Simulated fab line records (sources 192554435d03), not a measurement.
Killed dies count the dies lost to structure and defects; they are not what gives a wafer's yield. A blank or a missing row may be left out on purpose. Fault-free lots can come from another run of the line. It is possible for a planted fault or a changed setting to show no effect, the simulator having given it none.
Chamber matching || flow n5Finfet || rieDiel-01 running N5_BEOL_M0_STRIP_140: 4 sister chambers
The step strips in CF4. 16 wafers are shown with their chamber, then 8 later ones without.

EACH WAFER AND ITS CHAMBER
{"wafer": "L204.2", "chamber": 0, "showerheadPlenumPTorr (Torr)": 1.83, "drypumpMotorCurrentA (A)": 6.2, "throttleValvePct (%)": 13.49}
{"wafer": "L204.3", "chamber": 2, "showerheadPlenumPTorr (Torr)": 1.79, "drypumpMotorCurrentA (A)": 5.6, "throttleValvePct (%)": 13.32}
{"wafer": "L204.6", "chamber": 3, "showerheadPlenumPTorr (Torr)": 1.90, "drypumpMotorCurrentA (A)": 6.2, "throttleValvePct (%)": 13.16}
{"wafer": "L207.2", "chamber": 3, "showerheadPlenumPTorr (Torr)": 1.89, "drypumpMotorCurrentA (A)": 6.2, "throttleValvePct (%)": 13.17}
{"wafer": "L207.3", "chamber": 2, "showerheadPlenumPTorr (Torr)": 1.79, "drypumpMotorCurrentA (A)": 5.6, "throttleValvePct (%)": 13.32}
{"wafer": "L207.4", "chamber": 1, "showerheadPlenumPTorr (Torr)": 1.76, "drypumpMotorCurrentA (A)": 5.9, "throttleValvePct (%)": 13.24}
{"wafer": "L206.1", "chamber": 1, "showerheadPlenumPTorr (Torr)": 1.76, "drypumpMotorCurrentA (A)": 5.9, "throttleValvePct (%)": 13.23}
{"wafer": "L206.3", "chamber": 0, "showerheadPlenumPTorr (Torr)": 1.83, "drypumpMotorCurrentA (A)": 6.2, "throttleValvePct (%)": 13.51}
{"wafer": "L206.4", "chamber": 3, "showerheadPlenumPTorr (Torr)": 1.89, "drypumpMotorCurrentA (A)": 6.2, "throttleValvePct (%)": 13.15}
{"wafer": "L209.2", "chamber": 3, "showerheadPlenumPTorr (Torr)": 1.89, "drypumpMotorCurrentA (A)": 6.2, "throttleValvePct (%)": 13.16}
{"wafer": "L209.4", "chamber": 1, "showerheadPlenumPTorr (Torr)": 1.76, "drypumpMotorCurrentA (A)": 5.8, "throttleValvePct (%)": 13.25}
{"wafer": "L209.5", "chamber": 2, "showerheadPlenumPTorr (Torr)": 1.78, "drypumpMotorCurrentA (A)": 5.6, "throttleValvePct (%)": 13.31}
{"wafer": "L210.1", "chamber": 3, "showerheadPlenumPTorr (Torr)": 1.89, "drypumpMotorCurrentA (A)": 6.2, "throttleValvePct (%)": 13.17}
{"wafer": "L210.3", "chamber": 2, "showerheadPlenumPTorr (Torr)": 1.79, "drypumpMotorCurrentA (A)": 5.6, "throttleValvePct (%)": 13.34}
{"wafer": "L210.5", "chamber": 3, "showerheadPlenumPTorr (Torr)": 1.89, "drypumpMotorCurrentA (A)": 6.2, "throttleValvePct (%)": 13.18}
{"wafer": "L212.3", "chamber": 3, "showerheadPlenumPTorr (Torr)": 1.89, "drypumpMotorCurrentA (A)": 6.2, "throttleValvePct (%)": 13.19}

SIGNATURES, as means of the wafers listed above
{"reading": "showerheadPlenumPTorr", "chamber 0": 1.8300, "chamber 1": 1.7600, "chamber 2": 1.7875, "chamber 3": 1.8914, "scatter within a chamber": 0.00366}
{"reading": "drypumpMotorCurrentA", "chamber 0": 6.200, "chamber 1": 5.867, "chamber 2": 5.600, "chamber 3": 6.200, "scatter within a chamber": 0.0236}
{"reading": "throttleValvePct", "chamber 0": 13.5000, "chamber 1": 13.2400, "chamber 2": 13.3225, "chamber 3": 13.1686, "scatter within a chamber": 0.0128}
Rule: for a wafer and a chamber, the distance is found by dividing, reading by reading, the gap between the wafer's reading and the chamber's mean by the reading's scatter, squaring, summing and taking the root. If the next closest chamber is less than 2 further off than the closest, the wafer can't be placed; otherwise it belongs to the closest. The scatter is the square root of a quotient: the sum, over the shown wafers, of each reading's squared deviation from its chamber's mean, divided by wafers minus chambers.

WAFERS MISSING THEIR CHAMBER
{"wafer": "L212.4", "showerheadPlenumPTorr (Torr)": 1.75, "drypumpMotorCurrentA (A)": 5.9, "throttleValvePct (%)": 13.29}
{"wafer": "L212.5", "showerheadPlenumPTorr (Torr)": 1.78, "drypumpMotorCurrentA (A)": 5.6, "throttleValvePct (%)": 13.33}
{"wafer": "L222.4", "showerheadPlenumPTorr (Torr)": 1.82, "drypumpMotorCurrentA (A)": 6.2, "throttleValvePct (%)": 13.01}
{"wafer": "L222.5", "showerheadPlenumPTorr (Torr)": 1.75, "drypumpMotorCurrentA (A)": 5.8, "throttleValvePct (%)": 13.32}
{"wafer": "L222.6", "showerheadPlenumPTorr (Torr)": 1.78, "drypumpMotorCurrentA (A)": 5.6, "throttleValvePct (%)": 13.40}
{"wafer": "L223.2", "showerheadPlenumPTorr (Torr)": 1.75, "drypumpMotorCurrentA (A)": 5.9, "throttleValvePct (%)": 13.34}
{"wafer": "L223.3", "showerheadPlenumPTorr (Torr)": 1.78, "drypumpMotorCurrentA (A)": 5.6, "throttleValvePct (%)": 13.37}
{"wafer": "L223.4", "showerheadPlenumPTorr (Torr)": 1.82, "drypumpMotorCurrentA (A)": 6.2, "throttleValvePct (%)": 13.01}

EACH ONE'S CHAMBER
{"wafer": "L212.4", "from the rows above": 1, "in truth": 1}
{"wafer": "L212.5", "from the rows above": 2, "in truth": 2}
{"wafer": "L222.4", "from the rows above": 3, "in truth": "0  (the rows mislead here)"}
{"wafer": "L222.5", "from the rows above": 1, "in truth": 1}
{"wafer": "L222.6", "from the rows above": 2, "in truth": 2}
{"wafer": "L223.2", "from the rows above": 1, "in truth": 1}
{"wafer": "L223.3", "from the rows above": 2, "in truth": 2}
{"wafer": "L223.4", "from the rows above": 3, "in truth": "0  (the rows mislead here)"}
Correctly placed: 6 of 8. Number that these rows cannot place: 0. 2 placed wrongly.
